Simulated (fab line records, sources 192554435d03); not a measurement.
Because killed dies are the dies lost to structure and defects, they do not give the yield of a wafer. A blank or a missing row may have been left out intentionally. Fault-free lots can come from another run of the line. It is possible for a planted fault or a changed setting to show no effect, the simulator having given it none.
The tool behind it: which one? ; flow n5_finfet ; 9 lots, 27 wafers sampled, at 7 steps of a route of 1938

== WHAT THE GAUGES READ, wafer by wafer ==
N5_FIN_SAQP_INSPECT_40: inspects for defects (brightfield). Usual: 242 for raw_defect_count, sd 67.
lot;measured;on;raw_defect_count;flag
L566;day 2 03:16;defect_inspect-02;281 231 268;
L567;day 2 08:43;defect_inspect-02;264 173 223;
L569;day 2 20:40;defect_inspect-01;331 305 343;
L572;day 3 14:15;defect_inspect-01;180 155 174;
L579;day 5 11:13;defect_inspect-02;356 215 286;
L580;day 5 15:42;defect_inspect-02;793 950 927;OFF
L581;day 5 20:32;defect_inspect-02;756 751 718;OFF
L585;day 6 21:45;defect_inspect-02;308 209 203;
L588;day 7 13:38;defect_inspect-01;214 193 241;

N5_FIN_CUT_INSPECT_10: inspects for defects (brightfield). Usual: 44 for raw_defect_count, sd 12.
lot;measured;on;raw_defect_count;flag
L566;day 2 03:40;defect_inspect-01;60 37 44;
L567;day 2 09:16;defect_inspect-02;49 34 47;
L569;day 2 21:03;defect_inspect-01;61 60 51;
L572;day 3 14:38;defect_inspect-02;37 26 27;
L579;day 5 11:37;defect_inspect-02;66 40 48;
L580;day 5 16:05;defect_inspect-02;575 602 598;OFF
L581;day 5 20:58;defect_inspect-02;558 599 599;OFF
L585;day 6 22:16;defect_inspect-01;45 31 39;
L588;day 7 14:01;defect_inspect-02;32 33 49;

N5_FIN_CUT_INSPECT_17: inspects for defects (brightfield). Usual: 252 for raw_defect_count, sd 69.
lot;measured;on;raw_defect_count;flag
L566;day 2 04:37;defect_inspect-01;292 233 283;
L567;day 2 10:14;defect_inspect-01;293 184 264;
L569;day 2 22:13;defect_inspect-01;342 307 342;
L572;day 3 15:35;defect_inspect-01;199 151 189;
L579;day 5 12:46;defect_inspect-02;367 223 305;
L580;day 5 17:02;defect_inspect-02;789 992 893;OFF
L581;day 5 21:55;defect_inspect-01;776 766 736;OFF
L585;day 6 23:16;defect_inspect-01;330 217 205;
L588;day 7 14:58;defect_inspect-01;207 198 244;

== WHAT TOOL EACH LOT RAN ON (gives the tool, then ch and the chambers of the sampled wafers, and finally the start) ==
lot;N5_FIN_SAQP_ETCH_52;N5_FIN_SAQP_ETCH_69;N5_FIN_SAQP_MANDREL2_REMOVE_60;N5_FIN_SAQP_FIN_ETCH_36
L566;rie_diel-02 ch 1,2,3, day 1 22:13;rie_diel-04 ch 0,1,3, day 2 01:49;rie_si-02 ch 1,2,3, day 2 02:33;rie_si-05 ch 0,1,2, day 2 03:01
L567;rie_diel-02 ch 1,3, day 2 03:58;rie_diel-02 ch 1,3, day 2 07:14;rie_si-03 ch 0,2, day 2 08:01;rie_si-02 ch 0,2, day 2 08:28
L569;rie_diel-02 ch 2,3, day 2 16:10;rie_diel-04 ch 1,3, day 2 18:59;rie_si-03 ch 0,1,2, day 2 19:58;rie_si-05 ch 0,1,2, day 2 20:25
L572;rie_diel-02 ch 1,3, day 3 09:35;rie_diel-02 ch 0,2, day 3 12:49;rie_si-05 ch 1,2, day 3 13:33;rie_si-02 ch 0,1,2, day 3 14:00
L579;rie_diel-02 ch 2,3, day 5 06:23;rie_diel-04 ch 1,2,3, day 5 09:46;rie_si-03 ch 0,2,3, day 5 10:29;rie_si-05 ch 1,2, day 5 10:58
L580;rie_diel-02 ch 0,3, day 5 11:16;rie_diel-01 ch 0,1,2, day 5 14:01;rie_si-05 ch 0,2, day 5 14:44;rie_si-02 ch 0,3, day 5 15:27
L581;rie_diel-02 ch 1,2,3, day 5 16:06;rie_diel-02 ch 0,1,2, day 5 18:47;rie_si-05 ch 0,1,2, day 5 19:43;rie_si-02 ch 0,2,3, day 5 20:17
L585;rie_diel-01 ch 0,2,3, day 6 16:47;rie_diel-02 ch 0,2,3, day 6 20:04;rie_si-03 ch 0,1,3, day 6 21:03;rie_si-02 ch 0,1,2, day 6 21:30
L588;rie_diel-04 ch 0,1,3, day 7 09:34;rie_diel-04 ch 0,1,3, day 7 12:12;rie_si-03 ch 1,2,3, day 7 12:56;rie_si-05 ch 0,1,3, day 7 13:23
- N5_FIN_SAQP_ETCH_52: etches SOC in N2/H2, target depth 100 nm, overetch 20 nm, time 150 s.
- N5_FIN_SAQP_ETCH_69: etches SOC in N2/H2, stops on SiNx, target depth 150 nm.
- N5_FIN_SAQP_MANDREL2_REMOVE_60: chemistry HBr/Cl2/O2, target a-Si, stops on SiNx, bt time 10 s.
- N5_FIN_SAQP_FIN_ETCH_36: etches the open film in HBr/Cl2/O2, target depth 120 nm, time 50.4 s.

== AS READ BY THE TOOLS THEMSELVES (means over the sampled wafers that have a number; for cases with no such wafer, the mark the record gives instead) ==
N5_FIN_SAQP_ETCH_52. Usual: drypump_motor_current_A 5.9 A, standard deviation 0.35; oes_product_au 0.69 a.u., standard deviation 0.064; rf_vpp_V 525.0 V, standard deviation 1.8; showerhead_plenum_p_Torr 2.58 Torr, standard deviation 0.054; throttle_valve_pct 17.88 %, standard deviation 0.29.
lot;tool;drypump_motor_current_A (A);oes_product_au (a.u.);rf_vpp_V (V);showerhead_plenum_p_Torr (Torr);throttle_valve_pct (%);flag
L566;rie_diel-02;6.0;0.69;525.3;2.61;17.77;
L567;rie_diel-02;5.8;0.66;527.4;2.62;17.85;
L569;rie_diel-02;5.9;0.73;526.5;2.60;17.56;
L572;rie_diel-02;5.8;0.65;526.7;2.61;17.87;
L579;rie_diel-02;5.9;0.71;525.7;2.59;17.58;
L580;rie_diel-02;5.8;0.68;524.5;2.58;17.97;
L581;rie_diel-02;6.0;0.73;525.5;2.60;17.67;
L585;rie_diel-01;6.0;0.66;524.1;2.53;18.05;
L588;rie_diel-04;5.9;0.75;522.6;2.54;17.80;

N5_FIN_SAQP_ETCH_69. Usual: drypump_motor_current_A 5.9 A, standard deviation 0.39; oes_product_au 0.76 a.u., standard deviation 0.075; rf_vpp_V 241.1 V, standard deviation 1.1; showerhead_plenum_p_Torr 2.57 Torr, standard deviation 0.062; throttle_valve_pct 17.89 %, standard deviation 0.26.
lot;tool;drypump_motor_current_A (A);oes_product_au (a.u.);rf_vpp_V (V);showerhead_plenum_p_Torr (Torr);throttle_valve_pct (%);flag
L566;rie_diel-04;5.9;0.78;240.8;2.55;17.86;
L567;rie_diel-02;5.8;0.73;242.4;2.62;17.84;
L569;rie_diel-04;6.1;0.84;240.0;2.51;17.88;
L572;rie_diel-02;6.0;0.80;240.9;2.58;17.68;
L579;rie_diel-04;5.7;0.75;239.9;2.54;18.04;
L580;rie_diel-01;6.1;0.69;240.5;2.55;17.97;
L581;rie_diel-02;6.1;0.83;241.4;2.58;17.79;
L585;rie_diel-02;5.8;0.75;241.8;2.58;17.79;
L588;rie_diel-04;5.9;0.82;240.8;2.54;17.79;

N5_FIN_SAQP_MANDREL2_REMOVE_60. Usual: drypump_motor_current_A 5.8 A, standard deviation 0.5; mfc_cl2_sccm 80.01 sccm, standard deviation 0.25; oes_product_au 1.011 a.u., standard deviation 0.015; throttle_valve_pct 36.6 %, standard deviation 0.4.
lot;tool;drypump_motor_current_A (A);mfc_cl2_sccm (sccm);oes_product_au (a.u.);throttle_valve_pct (%);flag
L566;rie_si-02;5.5;80.05;1.014;36.4;
L567;rie_si-03;5.7;80.40;1.023;36.7;
L569;rie_si-03;5.9;79.86;1.014;36.8;
L572;rie_si-05;5.9;79.95;1.035;36.7;
L579;rie_si-03;6.0;80.00;1.014;36.7;
L580;rie_si-05;5.7;79.83;1.014;37.1;
L581;rie_si-05;5.7;79.94;1.012;36.8;
L585;rie_si-03;5.9;79.85;1.009;36.6;
L588;rie_si-03;6.2;80.14;1.013;36.8;

N5_FIN_SAQP_FIN_ETCH_36. Usual: drypump_motor_current_A 5.8 A, standard deviation 0.54; mfc_cl2_sccm 80.02 sccm, standard deviation 0.25; oes_product_au 1.012 a.u., standard deviation 0.021; throttle_valve_pct 36.0 %, standard deviation 0.46.
lot;tool;drypump_motor_current_A (A);mfc_cl2_sccm (sccm);oes_product_au (a.u.);throttle_valve_pct (%);flag
L566;rie_si-05;5.7;80.08;1.014;36.1;
L567;rie_si-02;6.0;79.98;1.024;35.3;
L569;rie_si-05;5.7;80.21;1.029;36.1;
L572;rie_si-02;5.6;80.00;1.003;35.7;
L579;rie_si-05;5.9;79.81;1.030;36.0;
L580;rie_si-02;5.3;80.00;1.002;36.3;
L581;rie_si-02;5.6;80.11;1.010;35.9;
L585;rie_si-02;5.5;80.25;0.999;35.6;
L588;rie_si-05;5.9;80.24;1.002;36.1;

== THE ANSWER, worked out from the rows above alone ==
Rule: a lot is off if the mean of its wafers that have a number lies more than 3 standard deviations from the usual mean. A lot without any number at a reading at which 4 lots or more have one is off too. Any other lot the step has rows for is counted as sound. First the gauges in route order, then the tools' own readings, where a lot's mean is used as printed above. The first step at which some lot is off is used, and at that step the reading that is off furthest; a lot without a number counts as furthest.
Off, at N5_FIN_SAQP_INSPECT_40 on raw_defect_count: L580, L581.
A tool fits if, at a process step before that reading, it ran every lot that is off, and no sound lot after the first of them. Gauges at N5_FIN_SAQP_INSPECT_40: tried the same way as those tools. This does not decide it: 2 tools fit, namely rie_diel-02 at N5_FIN_SAQP_ETCH_52 and rie_si-05 at N5_FIN_SAQP_MANDREL2_REMOVE_60.

== WHAT THE SIMULATOR PUT IN ==
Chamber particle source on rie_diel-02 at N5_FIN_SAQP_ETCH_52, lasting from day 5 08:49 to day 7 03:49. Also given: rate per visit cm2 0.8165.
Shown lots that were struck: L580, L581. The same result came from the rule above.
